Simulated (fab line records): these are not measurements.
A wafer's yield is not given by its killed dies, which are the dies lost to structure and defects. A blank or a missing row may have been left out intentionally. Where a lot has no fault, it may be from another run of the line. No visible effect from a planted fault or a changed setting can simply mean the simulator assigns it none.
A struck lot beside a sound one / flow n5 finfet / 41 steps out of a route of 1938
Sound: the wafers L114.1, L114.2, L114.5. The struck wafers were L118.2, L118.4, L118.6. The cause is named last.
For every step that has rows: the tool of each side, followed by ch and its chambers, followed by its first start. Under that, the readings that differ: sound wafers / struck wafers / difference of the means / sigmas: that difference in standard deviations of wafers without a fault.
alike: same words and numbers on both sides, and readings whose means sit less than 2 such deviations apart. not compared: any withheld reading, any reading some wafer has no value for, any bound like >300 that may hide the same value, and any number with overlapping values for which the record gives no deviation.
Wherever a step has rows on one side only, a row that says differs or no value, or a row with sigmas, the two part there. Non-overlapping numbers with no deviation appear without sigmas and do not part them. Lack of a reading on every wafer of one side parts them only where that side has two or more wafers.

first, 11 steps without rows for these wafers: N5_BEOL_M0_SAQP_SPACER1_ETCHBACK_99 (etches SiO2 in CHF3/O2, target depth 15.4 nm, time 7.7 s); N5_BEOL_M0_SAQP_MANDREL1_REMOVE_100 (chemistry HBr/Cl2/O2, target a-Si, stops on SiNx, bt time 10 s); N5_BEOL_M0_SAQP_ETCH_101 (etches SiNx in CH3F/O2, target depth 29.9 nm, time 42.7 s); N5_BEOL_M0_SAQP_ETCH_102 (etches SiO2 in CF4, target depth 4 nm, time 4.4 s); N5_BEOL_M0_SAQP_MANDREL_ETCH_103 (etches a-Si in HBr/Cl2, stops on SiCN, target depth 45 nm, bt time 10 s, time 27 s); N5_BEOL_M0_SAQP_RECESS_104 (chemistry HF/NH3, target SiO2, target depth 18 nm, afs cycles 3, sublimation time 60 s); N5_BEOL_M0_SAQP_COAT_105 (time 60 s, resist thk 100 nm); N5_BEOL_M0_SAQP_ETCH_106 (etches SOC in N2/H2, stops on SiNx, target depth 150 nm); N5_BEOL_M0_SAQP_ETCH_107 (etches SiNx in CH3F/O2, target depth 30 nm); N5_BEOL_M0_SAQP_STRIP_108 (strips in N2/H2); N5_BEOL_M0_SAQP_RECESS_109 (chemistry HF/NH3, target SiO2, target depth 3 nm, afs cycles 1, sublimation time 60 s).
N5_BEOL_M0_SAQP_SPACER2_ALD_26: deposits SiO2, target thk 15 nm, pulse time 1 s, purge time 2 s.
  sound on ald sin-02 ch 0,2, day 5 22:37; struck on ald sin-02 ch 0,1,3, day 6 21:27
  alike: heater power w, precursor pulse height rel
then, 11 steps without rows for these wafers: N5_BEOL_M0_SAQP_SPACER2_ETCHBACK_27 (etches SiO2 in CHF3/O2, target depth 22.5 nm, time 11.25 s); N5_BEOL_M0_SAQP_MANDREL2_REMOVE_110 (chemistry HBr/Cl2/O2, target a-Si, stops on SiCN, bt time 10 s); N5_BEOL_M0_SAQP_COAT_69 (time 60 s, resist thk 90 nm); N5_BEOL_M0_SAQP_COAT_72 (time 60 s, resist thk 15 nm); N5_BEOL_M0_SAQP_COAT_87 (time 60 s, resist thk 5 nm); N5_BEOL_M0_SAQP_COAT_34 (resist thk 30 nm); N5_BEOL_M0_SAQP_EBR_36; N5_BEOL_M0_SAQP_SOFTBAKE_35 (time 60 s); N5_BEOL_M0_SAQP_EXPOSE_37 (exposes mask M0 CUT1, target cd 30 nm); N5_BEOL_M0_SAQP_PEB_38 (peb time 60 s); N5_BEOL_M0_SAQP_DEVELOP_39 (develop time 30 s).
N5_BEOL_M0_SAQP_INSPECT_42: inspects for defects (brightfield).
  struck on defect inspect-01, day 6 22:36; sound on defect inspect-01, day 5 23:53
reading=raw defect count; sound=370 241 314; struck=967 842 862; difference=+582; sigmas=+7
then, 14 steps without rows for these wafers: N5_BEOL_M0_SAQP_DESCUM_45 (chemistry O2, time 7 s); N5_BEOL_M0_SAQP_ETCH_88 (etches underlayer in N2/H2, target depth 6.5 nm, time 5.2 s); N5_BEOL_M0_SAQP_ETCH_73 (etches SiARC in CF4, target depth 19.5 nm, time 32.5 s); N5_BEOL_M0_SAQP_CUT_ETCH_46 (etches SOC in N2/H2, target depth 135 nm, overetch 27 nm, time 202.5 s); N5_BEOL_M0_SAQP_STRIP_74 (strips in N2/H2); N5_BEOL_M0_SAQP_STRIP_89 (strips in N2/H2); N5_BEOL_M0_SAQP_ALD_48 (deposits SiO2, target thk 20 nm, pulse time 1 s, co reactant pulse time 1 s); N5_BEOL_M0_SAQP_ETCH_49 (etches SiO2 in CF4/O2, target depth 37 nm); N5_BEOL_M0_SAQP_STRIP_75 (strips in CF4); N5_BEOL_M0_CUTY_COAT_50 (time 60 s, resist thk 15 nm); N5_BEOL_M0_CUTY_COAT_51 (resist thk 150 nm); N5_BEOL_M0_CUTY_EBR_52; N5_BEOL_M0_CUTY_SOFTBAKE_53 (time 60 s); N5_BEOL_M0_CUTY_EXPOSE_54 (exposes mask M0 ABLK).
N5_BEOL_M0_CUTY_INSPECT_59: inspects for defects (macro).
  struck on defect inspect-01, day 6 23:59; sound on defect inspect-01, day 6 01:22
reading=raw defect count; sound=0 1 0; struck=>300 >300 >300; difference=differs; sigmas=
-- here the record skips 3 days between the struck wafers' starts before and after, leaving off in module BEOL_M0_CUTY and picking up in module BEOL_M4 (first step shown: number 1111 of the route) --
N5_BEOL_M4_RC_MEAS_101:
  sound on prober-01 ch 0, day 9 00:08; struck on prober-01 ch 0, day 9 15:38
  alike: DIBL_N, DIBL_P, IOFF_N, IOFF_P, ION_N, ION_P, SS_N, SS_P, VT_N, VT_P
-- the record jumps here: 4 days lie between the struck wafers' starts before and after (it left off in module BEOL_M4 and takes up again in module PASSIVATION, whose first step shown is number 1936 of the route) --
N5_PASSIVATION_PROBE_49:
  rows exist in the record for the struck wafers here (prober-02, day 14 01:56), but not for the sound ones

## WHERE THEY PART
At N5_BEOL_M0_SAQP_INSPECT_42 first; at N5_PASSIVATION_PROBE_49 last (within this record only).

WHY: what had been put in by the simulator
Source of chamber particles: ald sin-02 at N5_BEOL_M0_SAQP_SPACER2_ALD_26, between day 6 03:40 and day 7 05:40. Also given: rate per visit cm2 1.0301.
